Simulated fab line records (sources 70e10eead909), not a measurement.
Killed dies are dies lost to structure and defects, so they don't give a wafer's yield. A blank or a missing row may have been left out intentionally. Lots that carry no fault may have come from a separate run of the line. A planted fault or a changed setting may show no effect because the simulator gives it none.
2 desks, one fault + flow nand-harc + only its own numbers are on each desk; what lay behind them is given at the end

## TOOL OWNER'S DESK, rie-diel-01
The tool's own readings at NHARC_A_SGD_CUT_ETCH_16 (etches the open film in C4F8/O2/Ar, target depth 310.5 nm, time 155.2 s): means of the sampled wafers that have a number, for each lot that ran on this tool. If a lot's mean is further than 4 standard deviations from the usual mean, the lot is out of limits and carries the mark OUT (the distance appears in the brackets).
Columns: A = oes-product-au at NHARC_A_SGD_CUT_ETCH_16, usual 0.971 a.u.; B = rf-vpp-V at NHARC_A_SGD_CUT_ETCH_16, usual 722 V; C = run-length-s at NHARC_A_SGD_CUT_ETCH_16, usual 176.5 s
| lot  | first seen here | A     | B   | C               |
|------|-----------------|-------|-----|-----------------|
| L942 | day 15 23:09    | 0.983 | 719 | 167.7 (-18) OUT |
| L947 | day 16 20:53    | 0.980 | 719 | 160.1 (-33) OUT |
| L957 | day 19 17:31    | 0.975 | 719 | 176.4           |
This desk's finding: out of limits on L942, L947; first on L942, day 15 23:09 (run-length-s at NHARC_A_SGD_CUT_ETCH_16). L957 stayed within limits.

## THE DEFECT DESK
Per lot, the means of the sampled wafers with a number show what the inspections along the route counted. If a lot's mean is further than 4 standard deviations from the usual mean, the lot is out of limits and carries the mark OUT (the distance appears in the brackets).
Columns: A = raw-defect-count at NHARC_A_STAIRCASE_INSPECT_155, usual 346
| lot  | first seen here | A   |
|------|-----------------|-----|
| L936 | day 13 22:10    | 296 |
| L935 | day 13 23:05    | 212 |
| L937 | day 14 13:09    | 297 |
| L942 | day 15 21:29    | 372 |
| L947 | day 16 19:19    | 323 |
| L949 | day 17 04:37    | 300 |
| L950 | day 17 06:16    | 348 |
| L954 | day 17 23:36    | 321 |
| L953 | day 17 23:50    | 641 |
| L955 | day 18 10:44    | 249 |
| L958 | day 19 05:47    | 325 |
| L957 | day 19 15:56    | 384 |
This desk's finding: nothing out of limits on any of the 12 lots.

## BROUGHT TOGETHER
The tool owner's desk had the chance to raise an alarm at day 15 23:09 on L942, L947.
Nothing the defect desk looked at was out of limits.
The defect desk has L942, L947 on record, within its limits.
Every lot named ran NHARC_A_SGD_CUT_ETCH_16 on rie-diel-01.

## WHAT WAS PUT IN BY THE SIMULATOR
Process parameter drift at NHARC_A_SGD_CUT_ETCH_16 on rie-diel-01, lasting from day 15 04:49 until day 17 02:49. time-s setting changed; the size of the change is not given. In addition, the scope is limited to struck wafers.
Struck lots among those shown: L942, L947.
Each desk's first reading out of limits, in hours after the fault started: the tool owner's desk, 18.
